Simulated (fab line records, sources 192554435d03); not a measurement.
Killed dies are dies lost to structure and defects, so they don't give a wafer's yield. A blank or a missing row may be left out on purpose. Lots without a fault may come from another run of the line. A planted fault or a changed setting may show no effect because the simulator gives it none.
Split-lot experiment | flow n5_finfet | 7 lots, 21 wafers read, on a route of 1938 steps

THE SPLIT
At N5_BEOL_M12_ILD_DEP_00 (deposits SiOC from DEMS/O2, target thk 658.92 nm, time 130.7 s), the setting time_s was moved away from the recipe's 130.7 s on 5 of the 21 wafers read, by -10.1% to +11.9%. The other wafers ran this setting at the recipe's value.

The file shows no step between the split and the reading.

THE READING
M12_ILD_THK, in nm, at N5_BEOL_M12_THK_MEAS_01. Fault-free wafers of this fab line usually give 661 nm, standard deviation 9.3 nm.

wafer  | tool, chamber at the split | time_s as run, s | against the recipe | M12_ILD_THK, nm | against lot-mates on the recipe
L074.1 | pecvd-03, 2                | 130.7            | recipe             | 654             | -
L074.3 | pecvd-03, 1                | 130.7            | recipe             | 653             | -
L074.4 | pecvd-03, 1                | 130.7            | recipe             | 663             | -
L077.1 | pecvd-03, 0                | 130.7            | recipe             | 644             | -
L077.2 | pecvd-03, 1                | 146.2            | +11.9%             | 731             | +75
L077.4 | pecvd-03, 1                | 130.7            | recipe             | 668             | -
L080.3 | pecvd-01, 1                | 130.7            | recipe             | 647             | -
L080.4 | pecvd-01, 2                | 130.7            | recipe             | 666             | -
L080.5 | pecvd-01, 1                | 130.7            | recipe             | 654             | -
L085.2 | pecvd-04, 1                | 130.7            | recipe             | 665             | -
L085.3 | pecvd-04, 0                | 130.7            | recipe             | 667             | -
L085.4 | pecvd-04, 0                | 130.7            | recipe             | 672             | -
L092.1 | pecvd-03, 2                | 124.3            | -4.9%              | 623             | -24
L092.2 | pecvd-03, 1                | 130.7            | recipe             | 647             | -
L092.4 | pecvd-03, 0                | 124.3            | -4.9%              | 639             | -8
L093.1 | pecvd-03, 0                | 130.7            | recipe             | 656             | -
L093.3 | pecvd-03, 2                | 120.8            | -7.6%              | 610             | -50
L093.4 | pecvd-03, 2                | 130.7            | recipe             | 665             | -
L095.1 | pecvd-03, 0                | 130.7            | recipe             | 648             | -
L095.2 | pecvd-03, 2                | 117.5            | -10.1%             | 590             | -64
L095.5 | pecvd-03, 2                | 130.7            | recipe             | 661             | -

THE FIT
A straight line over all 21 wafers: M12_ILD_THK changes by +6.27 nm for each +1% of time_s; r = +0.95; the points scatter about the line by 8.4 nm.
The same after taking each lot's own level away (the mean of its wafers on the recipe; 21 wafers): +6.02 nm for each +1%; r = +0.95; scatter 8 nm.
On that fit, the largest move of time_s shifts the reading by 71 nm.
The lots' own levels span 647.0 to 668.0 nm, that is 2.3 times the standard deviation above.
So the lot-to-lot level changes the slope little: the two slopes agree.
Check: with one of the wafers moved furthest among these (+11.9%) left out of the fit, the line predicts +69.8 nm for it against its lot-mates. It came out at +75 nm against them.

OTHER SPLITS ON THESE WAFERS
These wafers also went through other splits before the reading. Each is held against what the fit with the lots' levels taken away leaves over:
other split on the same wafers | wafers away from the commonest value | r with M12_ILD_THK (lot level and that fit taken away)
N5_BEOL_M10_COAT_05 spin_rpm   | 6                                    | +0.01
N5_BEOL_M11_ILD_DEP_00 time_s  | 10                                   | -0.04

THE WHOLE CHAIN: every reading that the file lists as answering this split, in the file's order
step                    | what it does                                                   | reading                                                                             | change (the file's fit)              | r (the file's)
N5_BEOL_M12_ILD_DEP_00  | deposits SiOC from DEMS/O2, target thk 658.92 nm, time 130.7 s | SiOC_of_BEOL_M12_ILD_DEP_00.thk_nm (the simulator's own value, which no gauge read) | +6.21 nm for each +1% of the setting | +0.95
N5_BEOL_M12_THK_MEAS_01 |                                                                | M12_ILD_THK                                                                         | +6.19 for each +1% of the setting    | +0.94
N5_BEOL_M12_VIA_ETCH_16 | etches SiOC in C4F8/O2/Ar, target depth 724.8 nm               | etch.depth_nm (the simulator's own value, which no gauge read)                      | +6.22 nm for each +1% of the setting | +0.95
N5_BEOL_M12_VIA_ETCH_16 | etches SiOC in C4F8/O2/Ar, target depth 724.8 nm               | coat_of_BEOL_M12_COAT_04.thk_nm (the simulator's own value, which no gauge read)    | -1.92 nm for each +1% of the setting | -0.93
N5_BEOL_M12_STRIP_63    | strips in N2/H2                                                | strip_time_to_endpoint_s                                                            | withheld for each +1% of the setting | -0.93

THE FILE'S OWN FIT
M12_ILD_THK changes by +6.19 nm for each +1% of time_s, r = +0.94.
